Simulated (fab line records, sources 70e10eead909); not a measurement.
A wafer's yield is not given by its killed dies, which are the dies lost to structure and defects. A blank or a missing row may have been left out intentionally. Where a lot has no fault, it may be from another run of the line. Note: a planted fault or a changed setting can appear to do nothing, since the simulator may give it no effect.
fab line records | flow nand_harc
record: lots: 13 wafers: 39 last_day: 24
route steps=1159 shown P_ZERO_WELL@14 P_STI@100 P_GATE@132 END@1159
lots untouched by any fault: they come from a run of this same line in which no faults occurred
start_h: the number of hours between the record's first day and the start of the first shown wafer of the lot | wait_h: hours elapsed since this lot's preceding step | " same as the row above | L1.1+2: a single row standing in for several wafers | - no value present, or no start provided | * or withheld: withheld | < > ~ a bound
route shown NAME@n: names a module that has steps shown in the file, with the first one's number in the route | usual: the fault-free wafers' mean and standard deviation | same: alike in all rows | chamber/n: place in a boat | sites: the reading at each site | _std_site: the values' standard deviation | _edge_site: mean of outer sites minus mean of inner sites | radius_mm: how far each site lies from the wafer's centre | mask NAME#n: copy n | behind: the last tool/chamber to shape the wafer | hold: why the lot was held/for how many hours/how that ended | device: the n, p or np transistor that did not switch | end of line: the same wafers' tests at the end of the route | where a step has no rows: the recipe by itself | killed: dies that structure and defects cost at the first sort, which is not the same as the wafer's yield | map: dies across one wafer; x = killed, . = not, _ = none there
set.NAME: the setting the step ran with; set.NAME@STEP: the setting that earlier step ran with | model.NAME: the simulator's own value behind a step, which no gauge read
a sample of lots followed through the steps of the route, with each step as a table and each wafer as a row
services: from which hour (start_h, from the record's first day; less than 0 if before it) a tool's chamber was out of use, for how many hours, and why
== steps ==
step: NHARC_P_ZERO_WELL_CD_MEAS_11
recipe: target_cd_nm: 500 landing_energy_ev: 500
usual: cd_nm: 499.9/2.4
columns lot.wafer tool chamber start_h wait_h cd_nm
L493.2 cd_sem-03 0 13.25 - 502.7
L493.4 " 0 " " 502.1
L493.6 " 0 " " 504.0
L494.1 cd_sem-02 0 19.28 - 497.6
L494.2 " 0 " " 497.7
L494.6 " 0 " " 496.3
L495.4 cd_sem-02 0 25.34 - 499.4
L495.5 " 0 " " 498.6
L495.6 " 0 " " 497.7
L496.1 cd_sem-02 0 31.27 - 501.3
L496.3 " 0 " " 502.0
L496.5 " 0 " " 503.0
L498.4 cd_sem-02 0 43.13 - 503.0
L498.5 " 0 " " 502.5
L498.6 " 0 " " 503.3
L499.4 cd_sem-03 0 49.13 - 499.9
L499.5 " 0 " " 501.2
L499.6 " 0 " " 500.3
L501.1 cd_sem-01 0 61.28 - 503.3
L501.2 " 0 " " 497.8
L501.4 " 0 " " 500.1
L502.1 cd_sem-03 0 67.58 - 500.2
L502.2 " 0 " " 499.2
L502.3 " 0 " " 498.0
L503.1 cd_sem-03 0 73.24 - 501.0
L503.2 " 0 " " 502.5
L503.3 " 0 " " 503.7
L505.3 cd_sem-01 0 85.24 - 500.6
L505.4 " 0 " " 500.4
L505.5 " 0 " " 502.2
L508.1 cd_sem-02 0 103.24 - 500.4
L508.4 " 0 " " 499.3
L508.5 " 0 " " 503.2
L510.1 cd_sem-03 0 115.48 - 497.8
L510.4 " 0 " " 499.1
L510.5 " 0 " " 499.9
L513.2 cd_sem-01 0 133.11 - 499.7
L513.4 " 0 " " 500.8
L513.5 " 0 " " 498.9
step: NHARC_P_ZERO_WELL_EXPOSE_34
recipe: na: 0.6 target_cd_nm: 720 dose_mj: 22.31 mask_id: P_PWELL
usual: focus_offset_nm: -0.1/0.52 stage_vel_mm_s: 499.99/0.26
columns lot.wafer tool chamber start_h wait_h mask focus_offset_nm stage_vel_mm_s
L493.2 krf_scanner-04 0 15.97 - P_PWELL#0 -0.7 499.83
L493.4 " 0 " " P_PWELL#0 -1.5 499.78
L493.6 " 0 " " P_PWELL#0 0.1 499.47
L494.1 krf_scanner-04 0 21.99 - P_PWELL#0 -0.4 500.13
L494.2 " 0 " " P_PWELL#0 -0.4 500.19
L494.6 " 0 " " P_PWELL#0 -0.8 500.48
L495.4 krf_scanner-04 0 28.10 - P_PWELL#0 0.5 500.05
L495.5 " 0 " " P_PWELL#0 0.1 499.95
L495.6 " 0 " " P_PWELL#0 1.1 499.77
L496.1 krf_scanner-02 0 34.14 - P_PWELL#0 0.6 499.76
L496.3 " 0 " " P_PWELL#0 1.1 499.40
L496.5 " 0 " " P_PWELL#0 0.9 499.94
L498.4 krf_scanner-04 0 46.03 - P_PWELL#0 0.2 500.30
L498.5 " 0 " " P_PWELL#0 0.6 500.17
L498.6 " 0 " " P_PWELL#0 -0.5 500.09
L499.4 krf_scanner-04 0 51.84 - P_PWELL#0 -0.1 499.93
L499.5 " 0 " " P_PWELL#0 -0.6 499.70
L499.6 " 0 " " P_PWELL#0 -0.6 500.14
L501.1 krf_scanner-02 0 64.10 - P_PWELL#0 -0.7 500.15
L501.2 " 0 " " P_PWELL#0 -0.8 500.66
L501.4 " 0 " " P_PWELL#0 -0.5 500.29
L502.1 krf_scanner-04 0 70.44 - P_PWELL#0 0.0 500.41
L502.2 " 0 " " P_PWELL#0 0.7 500.07
L502.3 " 0 " " P_PWELL#0 0.6 500.00
L503.1 krf_scanner-03 0 76.06 - P_PWELL#0 -0.8 500.24
L503.2 " 0 " " P_PWELL#0 -0.4 500.11
L503.3 " 0 " " P_PWELL#0 0.6 500.37
L505.3 krf_scanner-02 0 88.09 - P_PWELL#0 -0.5 499.90
L505.4 " 0 " " P_PWELL#0 0.0 499.85
L505.5 " 0 " " P_PWELL#0 -0.1 499.76
L508.1 krf_scanner-02 0 106.06 - P_NWELL#0 -0.3 499.64
L508.4 " 0 " " P_NWELL#0 -0.1 499.63
L508.5 " 0 " " P_NWELL#0 -0.3 500.05
L510.1 krf_scanner-04 0 118.08 - P_PWELL#0 -0.4 500.23
L510.4 " 0 " " P_PWELL#0 -0.2 499.67
L510.5 " 0 " " P_PWELL#0 -0.2 499.82
L513.2 krf_scanner-03 0 135.71 - P_PWELL#0 0.4 499.83
L513.4 " 0 " " P_PWELL#0 -0.3 499.85
L513.5 " 0 " " P_PWELL#0 0.9 500.18
step: NHARC_P_ZERO_WELL_CD_MEAS_37
recipe: target_cd_nm: 720 landing_energy_ev: 500
usual: cd_nm: 719.7/1.4
columns lot.wafer tool chamber start_h wait_h cd_nm
L493.2 cd_sem-02 0 16.12 - 719.4
L493.4 " 0 " " 720.7
L493.6 " 0 " " 718.7
L494.1 cd_sem-02 0 22.15 - 719.2
L494.2 " 0 " " 717.7
L494.6 " 0 " " 720.0
L495.4 cd_sem-01 0 28.25 - 721.7
L495.5 " 0 " " 719.5
L495.6 " 0 " " 717.3
L496.1 cd_sem-03 0 34.30 - 720.8
L496.3 " 0 " " 717.5
L496.5 " 0 " " 720.5
L498.4 cd_sem-03 0 46.18 - 721.1
L498.5 " 0 " " 719.0
L498.6 " 0 " " 720.1
L499.4 cd_sem-03 0 51.99 - 723.2
L499.5 " 0 " " 720.7
L499.6 " 0 " " 718.0
L501.1 cd_sem-03 0 64.26 - 718.2
L501.2 " 0 " " 719.6
L501.4 " 0 " " 718.5
L502.1 cd_sem-02 0 70.60 - 718.7
L502.2 " 0 " " 717.1
L502.3 " 0 " " 717.3
L503.1 cd_sem-02 0 76.22 - 720.8
L503.2 " 0 " " 720.5
L503.3 " 0 " " 720.7
L505.3 cd_sem-01 0 88.24 - 719.0
L505.4 " 0 " " 719.6
L505.5 " 0 " " 721.3
L508.1 cd_sem-02 0 106.22 - -
L508.4 " 0 " " -
L508.5 " 0 " " -
L510.1 cd_sem-02 0 118.23 - 720.3
L510.4 " 0 " " 720.6
L510.5 " 0 " " 720.8
L513.2 cd_sem-02 0 135.86 - 718.9
L513.4 " 0 " " 717.9
L513.5 " 0 " " 718.8
step: NHARC_P_STI_CMP_21
recipe: t_overpolish_s: 20 target_thk_nm: 380.67
usual: motor_current_A: 11.8/1.1 overpolish_run_s: 20.000/0.0092
columns lot.wafer tool chamber start_h wait_h motor_current_A overpolish_run_s
L493.2 cmp-04 3 59.06 0.4 11.7 19.993
L493.4 " 0 " " 11.3 20.010
L493.6 " 2 " " 10.6 19.987
L495.4 cmp-04 0 65.87 0.4 10.8 19.991
L495.6 " 3 " " 12.2 19.986
L495.5 " 0 " " 10.9 19.988
L494.2 cmp-03 2 65.90 0.4 11.0 20.002
L494.1 " 3 " " 11.4 20.012
L494.6 " 1 " " 14.4 20.004
L496.1 cmp-03 0 80.31 0.4 11.2 19.990
L496.3 " 1 " " 13.7 19.998
L496.5 " 3 " " 11.8 19.992
L498.4 cmp-01 0 87.65 0.4 13.2 20.004
L498.6 " 3 " " 12.4 20.008
L498.5 " 0 " " 13.3 20.002
L499.4 cmp-03 2 87.67 0.4 10.1 19.993
L499.5 " 0 " " 11.4 20.006
L499.6 " 1 " " 13.6 20.001
L501.2 cmp-04 1 103.84 0.4 10.7 19.992
L501.4 " 2 " " 11.1 19.979
L501.1 " 3 " " 12.1 20.000
L502.3 cmp-01 2 115.47 0.4 12.2 20.000
L502.2 " 3 " " 12.6 20.001
L502.1 " 0 " " 13.0 19.996
L503.3 cmp-04 2 115.50 0.4 10.8 19.994
L503.2 " 3 " " 12.1 20.011
L503.1 " 0 " " 11.2 20.014
L505.4 cmp-03 3 134.26 0.4 11.2 19.989
L505.3 " 0 " " 11.6 20.025
L505.5 " 3 " " 11.6 19.988
L510.1 cmp-04 0 158.66 0.5 11.4 20.009
L510.4 " 1 " " 11.2 20.007
L510.5 " 2 " " 10.9 19.983
L513.4 cmp-04 0 174.71 0.4 10.6 19.996
L513.2 " 2 " " 11.3 20.000
L513.5 " 0 " " 11.1 19.998
step: NHARC_P_GATE_DEP_103
recipe: target_thk_a: 300 target_thk_nm: 30 temp_c: 400 flow_sccm: 200 rf_w: 350 material: SiON
usual: heater_power_w: 741/69
columns lot.wafer tool chamber start_h wait_h heater_power_w
L493.2 pecvd-04 1 91.97 0.5 796
L493.6 " 1 " " 805
L493.4 " 2 " " 711
L494.1 pecvd-02 1 95.43 0.6 719
L494.2 " 2 " " 621
L494.6 " 1 " " 706
L495.5 pecvd-04 1 95.48 0.2 668
L495.6 " 2 " " 677
L495.4 " 0 " " 775
L496.1 pecvd-02 1 114.55 0.8 778
L496.3 " 2 " " 695
L496.5 " 2 " " 672
L498.5 pecvd-01 0 120.36 0.2 813
L498.4 " 1 " " 864
L498.6 " 2 " " 702
L499.4 pecvd-02 2 120.81 0.4 672
L499.5 " 1 " " 726
L499.6 " 2 " " 674
L501.2 pecvd-04 1 132.33 0.5 721
L501.1 " 2 " " 688
L501.4 " 0 " " 700
L503.1 pecvd-04 2 149.20 0.6 687
L503.3 " 0 " " 683
L503.2 " 1 " " 796
L502.2 pecvd-02 1 149.48 0.4 711
L502.1 " 2 " " 665
L502.3 " 0 " " 754
L505.3 pecvd-02 1 166.41 0.4 755
L505.5 " 2 " " 712
L505.4 " 0 " " 707
L510.1 pecvd-04 1 192.78 0.6 680
L510.4 " 1 " " 698
L510.5 " 2 " " 716
L513.2 pecvd-02 2 206.26 0.6 658
L513.4 " 0 " " 748
L513.5 " 2 " " 658
step: NHARC_END_SORT_01
recipe: temp_c: 25
usual: killed_at_array: 27/8.8 killed_at_other: 0.4/0.82 killed_at_periphery: 3.1/2.1 killed_dies: 31/8.8 killed_open: 3.3/2 killed_short: 2.0/1.4
same: gross_dies: 677
columns lot.wafer tool chamber start_h wait_h hold killed_at_array killed_at_other killed_at_periphery killed_dies killed_open killed_short
L495.4 prober-02 0 454.60 3.4 - 33 0 3 36 3 4
L495.5 prober-02 0 455.40 3.7 - 40 1 3 44 5 3
L495.6 prober-02 0 456.21 4.0 - 40 0 5 45 4 3
L493.2 prober-01 0 459.74 2.8 - 29 0 0 29 5 3
L493.4 prober-01 0 461.35 3.4 - 18 0 1 19 5 0
L493.6 prober-01 0 462.97 4.0 - 21 0 1 22 2 1
L494.1 prober-01 0 466.76 2.5 - 18 0 4 22 1 4
L494.2 prober-01 0 467.56 2.8 - 15 1 4 20 2 1
L494.6 prober-01 0 470.76 4.0 - 18 0 2 20 2 4
L496.1 prober-01 0 474.56 2.5 - 37 0 1 38 3 1
L496.3 prober-01 0 476.16 3.1 - 37 1 1 39 3 1
L496.5 prober-01 0 477.76 3.7 - 29 0 0 29 0 0
L499.4 prober-02 0 477.97 3.4 - 33 0 2 35 6 1
L499.5 prober-02 0 478.77 3.7 - 25 0 6 31 4 3
L499.6 prober-02 0 479.57 4.0 - 32 0 3 35 6 1
L498.4 prober-01 0 484.77 3.4 - 7 0 6 13 2 1
L498.5 prober-01 0 485.57 3.7 - 15 0 2 17 1 0
L498.6 prober-01 0 486.37 4.0 - 10 0 2 12 1 2
L501.1 prober-01 0 490.23 2.5 - 29 0 1 30 7 2
L501.2 prober-01 0 491.01 2.8 - 29 0 1 30 1 1
L501.4 prober-01 0 492.57 3.4 - 25 0 0 25 2 2
L503.1 prober-02 0 492.00 2.5 - 37 1 7 45 7 2
L503.2 prober-02 0 492.80 2.8 - 27 1 6 34 3 0
L503.3 prober-02 0 493.61 3.1 - 36 0 7 43 2 2
L502.1 prober-01 0 497.92 2.5 - 13 0 5 18 4 2
L502.2 prober-01 0 498.72 2.8 - 15 0 8 23 2 0
L502.3 prober-01 0 499.52 3.1 - 13 0 3 16 2 1
L505.3 prober-01 0 507.37 3.1 - 27 0 0 27 3 1
L505.4 prober-01 0 508.18 3.4 - 25 0 1 26 3 2
L505.5 prober-01 0 508.99 3.7 - 26 0 2 28 2 4
L508.1 prober-02 0 524.84 2.5 await_dispo/2.0h/scrap 24 0 653 677 2 3
L508.4 prober-02 0 527.26 3.4 await_dispo/2.0h/scrap 25 1 651 677 2 4
L508.5 prober-02 0 528.06 3.7 await_dispo/2.0h/scrap 19 0 658 677 2 2
L510.1 prober-02 0 546.00 2.5 - 26 0 5 31 8 0
L510.4 prober-02 0 548.40 3.4 - 24 0 2 26 5 1
L510.5 prober-02 0 549.20 3.7 - 27 0 1 28 6 1
L513.2 prober-02 0 562.39 2.8 - 27 0 3 30 2 0
L513.4 prober-02 0 563.96 3.4 - 26 1 5 32 5 2
L513.5 prober-02 0 564.75 3.7 - 28 1 4 33 3 1
killed by level:class
L495.4 A_CHANNEL_HOLE_D1:chamber_film_flake=13 A_SLIT:chamber_film_flake=9 A_CONTACT:chamber_film_flake=4 A_CONTACT:geometric_particle:short=2 P_GATE:chamber_film_flake=2 P_M2:geometric_particle:open=1 A_CHANNEL_FILL_D1:geometric_particle:open=1 A_CHANNEL_FILL_D1:geometric_particle:short=1
L495.5 A_CHANNEL_HOLE_D1:chamber_film_flake=18 A_SLIT:chamber_film_flake=7 A_STAIRCASE:chamber_film_flake=5 A_CONTACT:chamber_film_flake=5 P_CONTACT:geometric_particle:open=1 P_M0:geometric_particle:short=1 P_M1:geometric_particle:open=1 A_ONON_D1:geometric_particle:short=1
L495.6 A_CHANNEL_HOLE_D1:chamber_film_flake=14 A_SLIT:chamber_film_flake=9 A_CONTACT:chamber_film_flake=6 P_ZERO_WELL:chamber_film_flake=3 A_STAIRCASE:chamber_film_flake=3 A_CHANNEL_FILL_D1:geometric_particle:short=2 A_CONTACT:geometric_particle:open=2 A_ZERO_WELL:chamber_film_flake=2
L493.2 A_SLIT:chamber_film_flake=9 A_STAIRCASE:chamber_film_flake=7 A_ONON_D1:geometric_particle:open=2 A_WL_FILL:geometric_particle:short=2 A_CHANNEL_HOLE_D1:chamber_film_flake=2 A_CONTACT:chamber_film_flake=2 A_CHANNEL_HOLE_D1:geometric_particle:open=1 A_CHANNEL_FILL_D1:geometric_particle:open=1
L493.4 A_SLIT:chamber_film_flake=7 A_CONTACT:chamber_film_flake=3 A_CHANNEL_HOLE_D1:chamber_film_flake=2 P_M0:geometric_particle:open=1 A_SGD_CUT:geometric_particle:open=1 A_WL_FILL:geometric_particle:open=1 A_CONTACT:geometric_particle:open=1 A_M0:geometric_particle:open=1
L493.6 A_SLIT:chamber_film_flake=12 A_CONTACT:chamber_film_flake=4 A_STAIRCASE:chamber_film_flake=3 P_GATE:geometric_particle:open=1 A_CHANNEL_FILL_D1:geometric_particle:short=1 A_SGD_CUT:geometric_particle:open=1
L494.1 A_STAIRCASE:chamber_film_flake=4 A_WL_FILL:chamber_film_flake=4 P_GATE:chamber_film_flake=3 A_CONTACT:chamber_film_flake=2 P_STI:geometric_particle:short=1 A_ONON_D1:geometric_particle:short=1 A_CHANNEL_FILL_D1:geometric_particle:short=1 A_CHANNEL_FILL_D1:geometric_particle:open=1
L494.2 A_WL_FILL:chamber_film_flake=5 A_STAIRCASE:chamber_film_flake=4 A_SLIT:chamber_film_flake=2 A_CONTACT:chamber_film_flake=2 P_M0:geometric_particle:open=1 P_M2:geometric_particle:short=1 A_CHANNEL_HOLE_D1:geometric_particle:open=1 P_ZERO_WELL:chamber_film_flake=1
L494.6 A_WL_FILL:chamber_film_flake=3 A_WL_FILL:geometric_particle:short=2 P_GATE:chamber_film_flake=2 A_CHANNEL_HOLE_D1:chamber_film_flake=2 A_STAIRCASE:chamber_film_flake=2 A_SLIT:chamber_film_flake=2 A_SGD_CUT:geometric_particle:short=1 A_SGD_CUT:geometric_particle:open=1
L496.1 A_CHANNEL_HOLE_D1:chamber_film_flake=10 A_SLIT:chamber_film_flake=7 A_M1:chamber_film_flake=6 A_CONTACT:chamber_film_flake=3 A_CONTACT:geometric_particle:open=2 A_ZERO_WELL:chamber_film_flake=2 A_WL_FILL:chamber_film_flake=2 A_BLC:chamber_film_flake=2
L496.3 A_CHANNEL_HOLE_D1:chamber_film_flake=13 A_SLIT:chamber_film_flake=12 A_CONTACT:chamber_film_flake=4 A_STAIRCASE:chamber_film_flake=2 P_M0:geometric_particle:open=1 A_WL_FILL:geometric_particle:short=1 A_CONTACT:geometric_particle:open=1 STARTING-WAFER:geometric_particle:open=1
L496.5 A_SLIT:chamber_film_flake=10 A_CHANNEL_HOLE_D1:chamber_film_flake=9 A_STAIRCASE:chamber_film_flake=3 A_CONTACT:chamber_film_flake=3 A_M1:chamber_film_flake=2 A_ZERO_WELL:chamber_film_flake=1 A_CHANNEL_FILL_D1:chamber_film_flake=1
L499.4 A_CHANNEL_HOLE_D1:chamber_film_flake=13 A_CONTACT:chamber_film_flake=5 A_M1:chamber_film_flake=4 A_STAIRCASE:chamber_film_flake=3 A_SOURCE_PLATE:geometric_particle:open=2 P_M2:geometric_particle:open=1 A_STAIRCASE:geometric_particle:open=1 A_WL_FILL:geometric_particle:short=1
L499.5 A_CHANNEL_HOLE_D1:chamber_film_flake=8 A_STAIRCASE:chamber_film_flake=7 A_CONTACT:chamber_film_flake=3 A_CONTACT:geometric_particle:short=2 A_M1:chamber_film_flake=2 P_CONTACT:geometric_particle:open=1 P_M0:geometric_particle:open=1 P_M1:geometric_particle:open=1
L499.6 A_CHANNEL_HOLE_D1:chamber_film_flake=14 A_STAIRCASE:chamber_film_flake=5 P_ZERO_WELL:chamber_film_flake=3 A_CONTACT:chamber_film_flake=3 A_CONTACT:geometric_particle:open=2 A_BLC:geometric_particle:open=2 A_CHANNEL_FILL_D1:geometric_particle:open=1 A_WL_FILL:geometric_particle:short=1
L498.4 P_ZERO_WELL:chamber_film_flake=5 A_CONTACT:chamber_film_flake=3 A_CHANNEL_HOLE_D1:chamber_film_flake=2 P_STI:geometric_particle:open=1 A_ONON_D1:geometric_particle:open=1 A_WL_FILL:geometric_particle:short=1
L498.5 A_STAIRCASE:chamber_film_flake=5 A_M1:chamber_film_flake=4 A_CHANNEL_HOLE_D1:chamber_film_flake=3 A_CONTACT:chamber_film_flake=2 P_GATE:geometric_particle:open=1 P_ZERO_WELL:chamber_film_flake=1 A_WL_FILL:chamber_film_flake=1
L498.6 A_CHANNEL_HOLE_D1:chamber_film_flake=3 A_STAIRCASE:chamber_film_flake=3 A_CONTACT:chamber_film_flake=3 P_GATE:geometric_particle:open=1 P_M1:geometric_particle:short=1 A_WL_FILL:geometric_particle:short=1
L501.1 A_SLIT:chamber_film_flake=12 A_CHANNEL_HOLE_D1:chamber_film_flake=3 A_CHANNEL_FILL_D1:geometric_particle:open=2 A_BLC:geometric_particle:open=2 A_STAIRCASE:chamber_film_flake=2 A_SGD_CUT:chamber_film_flake=2 P_CONTACT:geometric_particle:open=1 A_WL_FILL:geometric_particle:short=1
L501.2 A_SLIT:chamber_film_flake=20 A_SGD_CUT:chamber_film_flake=3 A_CONTACT:chamber_film_flake=3 P_GATE:geometric_particle:short=1 A_ONON_D1:geometric_particle:open=1 A_CHANNEL_HOLE_D1:chamber_film_flake=1 A_STAIRCASE:chamber_film_flake=1
L503.1 A_CHANNEL_HOLE_D1:chamber_film_flake=20 P_BONDPAD:chamber_film_flake=5 A_BONDPAD:chamber_film_flake=4 A_SGD_CUT:chamber_film_flake=3 P_CONTACT:geometric_particle:open=1 A_ONON_D1:geometric_particle:open=1 A_ONON_D1:geometric_particle:short=1 A_CHANNEL_FILL_D1:geometric_particle:open=1
L501.4 A_CHANNEL_HOLE_D1:chamber_film_flake=8 A_SLIT:chamber_film_flake=7 A_SGD_CUT:chamber_film_flake=4 A_WL_FILL:geometric_particle:open=2 A_SGD_CUT:geometric_particle:short=1 A_WL_FILL:geometric_particle:short=1 A_CHANNEL_FILL_D1:chamber_film_flake=1 A_CONTACT:chamber_film_flake=1
L503.2 A_CHANNEL_HOLE_D1:chamber_film_flake=17 P_BONDPAD:chamber_film_flake=5 A_WL_FILL:chamber_film_flake=3 A_SGD_CUT:chamber_film_flake=2 A_BONDPAD:chamber_film_flake=2 P_GATE:geometric_particle:open=1 A_ONON_D1:geometric_particle:open=1 A_CONTACT:geometric_particle:open=1
L503.3 A_CHANNEL_HOLE_D1:chamber_film_flake=23 A_BONDPAD:chamber_film_flake=8 P_BONDPAD:chamber_film_flake=4 A_WL_FILL:geometric_particle:short=2 P_CONTACT:geometric_particle:open=1 A_BLC:geometric_particle:open=1 P_ZERO_WELL:chamber_film_flake=1 P_STI:chamber_film_flake=1
L502.1 P_BONDPAD:chamber_film_flake=5 A_CHANNEL_HOLE_D1:chamber_film_flake=4 A_CONTACT:chamber_film_flake=2 A_ONON_D1:geometric_particle:short=1 A_ONON_D1:geometric_particle:open=1 A_CHANNEL_FILL_D1:geometric_particle:open=1 A_WL_FILL:geometric_particle:short=1 A_CONTACT:geometric_particle:open=1
L502.2 P_BONDPAD:chamber_film_flake=5 A_CONTACT:chamber_film_flake=5 A_CHANNEL_HOLE_D1:chamber_film_flake=4 A_STAIRCASE:chamber_film_flake=4 P_M0:geometric_particle:open=1 A_WL_FILL:geometric_particle:open=1 P_ZERO_WELL:chamber_film_flake=1 P_CONTACT:chamber_film_flake=1
L502.3 A_CONTACT:chamber_film_flake=6 P_BONDPAD:chamber_film_flake=3 A_CHANNEL_HOLE_D1:chamber_film_flake=3 A_CHANNEL_HOLE_D1:geometric_particle:open=1 A_STAIRCASE:geometric_particle:open=1 A_CONTACT:geometric_particle:short=1 A_STAIRCASE:chamber_film_flake=1
L505.3 A_CHANNEL_HOLE_D1:chamber_film_flake=18 A_CONTACT:chamber_film_flake=4 A_CONTACT:geometric_particle:open=2 A_WL_FILL:geometric_particle:short=1 A_M0:geometric_particle:open=1 A_STAIRCASE:chamber_film_flake=1
L505.4 A_CHANNEL_HOLE_D1:chamber_film_flake=17 A_CONTACT:chamber_film_flake=2 A_ONON_D1:geometric_particle:open=1 A_ONON_D1:geometric_particle:short=1 A_CONTACT:geometric_particle:short=1 A_CONTACT:geometric_particle:open=1 A_BLC:geometric_particle:open=1 P_STI:chamber_film_flake=1
L505.5 A_CHANNEL_HOLE_D1:chamber_film_flake=17 A_CONTACT:chamber_film_flake=3 P_CONTACT:geometric_particle:short=1 A_ONON_D1:geometric_particle:open=1 A_CHANNEL_FILL_D1:geometric_particle:short=1 A_SGD_CUT:geometric_particle:short=1 A_CONTACT:geometric_particle:open=1 A_M0:geometric_particle:short=1
L508.1 P_ZERO_WELL:area_expose=650 A_CHANNEL_HOLE_D1:chamber_film_flake=18 P_M0:geometric_particle:short=1 A_ONON_D1:geometric_particle:short=1 A_CHANNEL_FILL_D1:geometric_particle:open=1 A_CONTACT:geometric_particle:open=1 A_CONTACT:geometric_particle:short=1 P_ZERO_WELL:chamber_film_flake=1
L508.4 P_ZERO_WELL:area_expose=648 A_CHANNEL_HOLE_D1:chamber_film_flake=18 P_GATE:chamber_film_flake=2 P_M2:geometric_particle:open=1 A_CHANNEL_HOLE_D1:geometric_particle:short=1 A_CHANNEL_FILL_D1:geometric_particle:short=1 A_CHANNEL_FILL_D1:geometric_particle:open=1 A_WL_FILL:geometric_particle:short=1
L508.5 P_ZERO_WELL:area_expose=654 A_CHANNEL_HOLE_D1:chamber_film_flake=15 P_GATE:chamber_film_flake=3 P_CONTACT:geometric_particle:open=1 A_ONON_D1:geometric_particle:short=1 A_CHANNEL_FILL_D1:geometric_particle:short=1 A_BLC:geometric_particle:open=1 A_STAIRCASE:chamber_film_flake=1
L510.1 A_CHANNEL_HOLE_D1:chamber_film_flake=9 A_SLIT:chamber_film_flake=9 P_M0:geometric_particle:open=3 A_M0:geometric_particle:open=2 A_CONTACT:chamber_film_flake=2 A_CONTACT:geometric_particle:open=1 A_WL_FILL:geometric_particle:open=1 A_BLC:geometric_particle:open=1
L510.4 A_SLIT:chamber_film_flake=14 A_CHANNEL_HOLE_D1:chamber_film_flake=3 A_CHANNEL_FILL_D1:geometric_particle:open=2 A_CHANNEL_FILL_D1:geometric_particle:short=1 A_CONTACT:geometric_particle:open=1 A_BLC:geometric_particle:open=1 A_M0:geometric_particle:open=1 P_STI:chamber_film_flake=1
L510.5 A_SLIT:chamber_film_flake=11 A_CHANNEL_HOLE_D1:chamber_film_flake=5 A_CONTACT:chamber_film_flake=4 A_M0:geometric_particle:open=2 P_M0:geometric_particle:open=1 A_ONON_D1:geometric_particle:open=1 A_STAIRCASE:geometric_particle:short=1 A_CONTACT:geometric_particle:open=1
L513.2 A_CHANNEL_HOLE_D1:chamber_film_flake=17 A_WL_FILL:chamber_film_flake=4 P_GATE:chamber_film_flake=3 A_STAIRCASE:chamber_film_flake=2 A_CONTACT:chamber_film_flake=2 A_SGD_CUT:geometric_particle:open=1 A_M1:geometric_particle:open=1
L513.4 A_CHANNEL_HOLE_D1:chamber_film_flake=20 P_STI:geometric_particle:short=1 P_GATE:geometric_particle:open=1 P_CONTACT:geometric_particle:open=1 P_M0:geometric_particle:open=1 A_STAIRCASE:geometric_particle:open=1 A_SGD_CUT:geometric_particle:short=1 A_BLC:geometric_particle:open=1
L513.5 A_CHANNEL_HOLE_D1:chamber_film_flake=21 P_GATE:chamber_film_flake=3 A_BLC:geometric_particle:open=2 A_WL_FILL:chamber_film_flake=2 A_CONTACT:geometric_particle:open=1 A_BLC:geometric_particle:short=1 P_STI:chamber_film_flake=1 A_STAIRCASE:chamber_film_flake=1
== services ==
columns tool chamber start_h hours kind
krf_scanner-04 - -7.30 0.2 repair
pecvd-04 0 -4.74 5.3 repair
cmp-04 - 7.13 4.0 pm
pecvd-04 - 14.00 13.0 pm
cmp-04 - 20.11 4.7 repair
cmp-04 - 27.71 0.4 repair
pecvd-04 0 30.91 2.4 repair
pecvd-02 1 31.00 10.9 repair
cmp-04 - 32.36 0.5 repair
cmp-03 - 33.63 4.6 repair
krf_scanner-02 - 38.01 4.0 pm
krf_scanner-02 - 45.29 8.5 repair
krf_scanner-02 - 54.83 1.8 repair
cmp-03 - 58.02 4.0 pm
krf_scanner-02 - 67.81 0.3 repair
cmp-03 - 68.67 3.9 repair
cmp-04 - 86.62 1.3 repair
pecvd-02 0 101.32 23.9 repair
cmp-04 - 105.13 4.0 pm
krf_scanner-04 - 127.01 4.0 pm
pecvd-02 - 153.24 13.0 pm
pecvd-02 - 170.52 0.4 repair
pecvd-04 - 195.00 13.0 pm
cmp-04 - 203.25 4.0 pm
== key ==
first_sign: step: NHARC_P_ZERO_WELL_EXPOSE_34 reading: mask direction: changed
effect: step: NHARC_P_ZERO_WELL_CD_MEAS_37 reading: cd_nm direction: missing
effect: step: NHARC_END_SORT_01 reading: killed_at_periphery direction: up sigmas: 99+ usual: 3.1 struck: 654
more_kills_born_at: NHARC_P_ZERO_WELL_EXPOSE_34@krf_scanner-02: 1952
met_at NHARC_P_ZERO_WELL_EXPOSE_34
struck_lots L508
later_rows_left_out L508.1,L508.4,L508.5
tester_left_out L508
not_acting_at NHARC_P_ZERO_WELL_CD_MEAS_11,NHARC_P_STI_CMP_21,NHARC_P_GATE_DEP_103
onset_between 88.09 106.06
fault: kind: wrong_mask tool: any chamber: - onset_h: 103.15 steps: NHARC_P_ZERO_WELL_EXPOSE_34 aux_copy: P_NWELL#0 scope: struck_lots_only
tester_left_out: of these lots the tester's yield and bins aren't shown, on N5 and GAA mostly nor the transistor test; their killed dies are dies lost to structure and defects alone, not to doping, threshold or leakage, so they don't give the yield
later_rows_left_out: the simulator's readings of these wafers behind a module that went badly wrong aren't trusted and aren't shown, but for the sort
